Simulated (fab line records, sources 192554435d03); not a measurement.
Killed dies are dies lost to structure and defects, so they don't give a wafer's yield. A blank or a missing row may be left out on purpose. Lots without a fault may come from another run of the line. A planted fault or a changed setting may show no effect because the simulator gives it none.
Split-lot experiment | flow n5_finfet | 7 lots, 21 wafers read, on a route of 1938 steps

THE SPLIT
At N5_BEOL_M8_PECVD_70 (deposits SiO2 from TEOS/O2, target thk 20 nm, time 22.7 s), the setting temp_c was moved away from the recipe's 400 C on 8 of the 21 wafers read, by -1.7% to +3.5%. The other wafers ran this setting at the recipe's value.

FROM THE SPLIT TO THE READING: what the file shows between them, 14 steps
- N5_BEOL_M8_EXPOSE_08: exposes mask M8 (also split here: dose_mj)
- N5_BEOL_M8_PEB_09: peb time 60 s
- N5_BEOL_M8_DEVELOP_10: develop time 30 s
- N5_BEOL_M8_DESCUM_16: chemistry O2, time 7.9 s
- N5_BEOL_M8_ETCH_61: etches SiARC in CF4, target depth 45.5 nm, time 75.8 s
- N5_BEOL_M8_ETCH_62: etches SOC in N2/H2, target depth 110 nm, overetch 22 nm, time 165 s
- N5_BEOL_M8_STRIP_68: strips in N2/H2
- N5_BEOL_M8_STRIP_67: strips in CF4
- N5_BEOL_M8_HM_OPEN_17: chemistry Cl2/BCl3, target TiN, target depth 20 nm, overetch 6 nm
- N5_BEOL_M8_STRIP_19: strips in O2
- N5_BEOL_M8_CD_MEAS_18: pitch 80 nm, target cd 40 nm
- N5_BEOL_M8_COAT_63: time 60 s, resist thk 60 nm
- N5_BEOL_M8_COAT_64: time 60 s, resist thk 12 nm
- N5_BEOL_M8_STRIP_80: strips in N2/H2, time 10 s

THE READING
SiO2_of_BEOL_M8_PECVD_70.thk_nm (the simulator's own value, which no gauge read), in nm, at N5_BEOL_M8_HM_STRIP_39 (strips TiN in peroxide tin strip, target depth 25 nm, time 158 s). The file gives no usual value for it. The 13 wafers here that ran the recipe average 19.9 nm, standard deviation 0.23 nm.

wafer  | tool, chamber at the split | temp_c as run, C | against the recipe | SiO2_of_BEOL_M8_PECVD_70.thk_nm, nm | against lot-mates on the recipe
L074.1 | pecvd-03, 1                | 395.2            | -1.2%              | 20.2                                | +0.4
L074.2 | pecvd-03, 2                | 400              | recipe             | 19.6                                | -
L074.5 | pecvd-03, 0                | 400              | recipe             | 20                                  | -
L079.1 | pecvd-03, 0                | 400              | recipe             | 19.8                                | -
L079.2 | pecvd-03, 2                | 393.2            | -1.7%              | 20.6                                | +0.6
L079.5 | pecvd-03, 0                | 400              | recipe             | 20.2                                | -
L081.2 | pecvd-03, 1                | 394.9            | -1.3%              | 20.2                                | +0.4
L081.4 | pecvd-03, 1                | 400              | recipe             | 19.8                                | -
L081.5 | pecvd-03, 0                | 394.9            | -1.3%              | 20.6                                | +0.8
L083.4 | pecvd-02, 0,2              | 400              | recipe             | 20.2                                | -
L083.6 | pecvd-02, 0,2              | 400              | recipe             | 20.2                                | -
L083.5 | pecvd-02, 0                | 413.3            | +3.3%              | 18.4                                | -1.8
L095.1 | pecvd-02, 1                | 400              | recipe             | 19.6                                | -
L095.2 | pecvd-02, 0                | 400              | recipe             | 20                                  | -
L095.6 | pecvd-02, 0                | 400              | recipe             | 20                                  | -
L092.1 | pecvd-03, 2                | 400              | recipe             | 19.6                                | -
L092.4 | pecvd-03, 0                | 400              | recipe             | 20                                  | -
L092.6 | pecvd-03, 1                | 412.2            | +3.0%              | 18.4                                | -1.4
L094.2 | pecvd-02, 1                | 400              | recipe             | 19.6                                | -
L094.3 | pecvd-02, 1,0              | 414.2            | +3.5%              | 18                                  | -1.6
L094.4 | pecvd-02, 1,0              | 414.2            | +3.5%              | 18.2                                | -1.4
Where a row lists several chambers, the file gives one row for several wafers and doesn't say which wafer went through which chamber.

THE FIT
A straight line over all 21 wafers: SiO2_of_BEOL_M8_PECVD_70.thk_nm changes by -0.467 nm for each +1% of temp_c; r = -0.96; the points scatter about the line by 0.22 nm.
The same after taking each lot's own level away (the mean of its wafers on the recipe; 21 wafers): -0.447 nm for each +1%; r = -0.97; scatter 0.18 nm.
On that fit, the largest move of temp_c shifts the reading by 1.6 nm.
The lots' own levels span 19.60 to 20.20 nm, that is 2.6 times the standard deviation above.
So the lot-to-lot level changes the slope little: the two slopes agree.
Check: with one of the wafers moved furthest among these (+3.5%) left out of the fit, the line predicts -1.61 nm for it against its lot-mates. It came out at -1.6 nm against them.

OTHER SPLITS ON THESE WAFERS
These wafers also went through other splits before the reading. Each is held against what the fit with the lots' levels taken away leaves over:
other split on the same wafers   | wafers away from the commonest value | r with SiO2_of_BEOL_M8_PECVD_70.thk_nm (lot level and that fit taken away)
N5_BEOL_M6_ETCH_62 time_s        | 6                                    | -0.06
N5_BEOL_M7_PECVD_70 temp_c       | 6                                    | +0.07
N5_BEOL_M7_TRENCH_ETCH_37 bias_w | 5                                    | -0.05
N5_BEOL_M7_ETCH_41 source_w      | 8                                    | +0.25
N5_BEOL_M8_EXPOSE_08 dose_mj     | 5                                    | -0.13

THE WHOLE CHAIN: every reading that the file lists as answering this split, in the file's order
step                   | what it does                                                     | reading                                                                          | change (the file's fit)               | r (the file's)
N5_BEOL_M8_PECVD_70    | deposits SiO2 from TEOS/O2, target thk 20 nm, time 22.7 s        | SiO2_of_BEOL_M8_PECVD_70.thk_nm (the simulator's own value, which no gauge read) | -0.468 nm for each +1% of the setting | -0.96
N5_BEOL_M8_HM_STRIP_39 | strips TiN in peroxide tin strip, target depth 25 nm, time 158 s | SiO2_of_BEOL_M8_PECVD_70.thk_nm (the simulator's own value, which no gauge read) | -0.459 nm for each +1% of the setting | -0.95

THE FILE'S OWN FIT
SiO2_of_BEOL_M8_PECVD_70.thk_nm changes by -0.459 nm for each +1% of temp_c, r = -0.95.
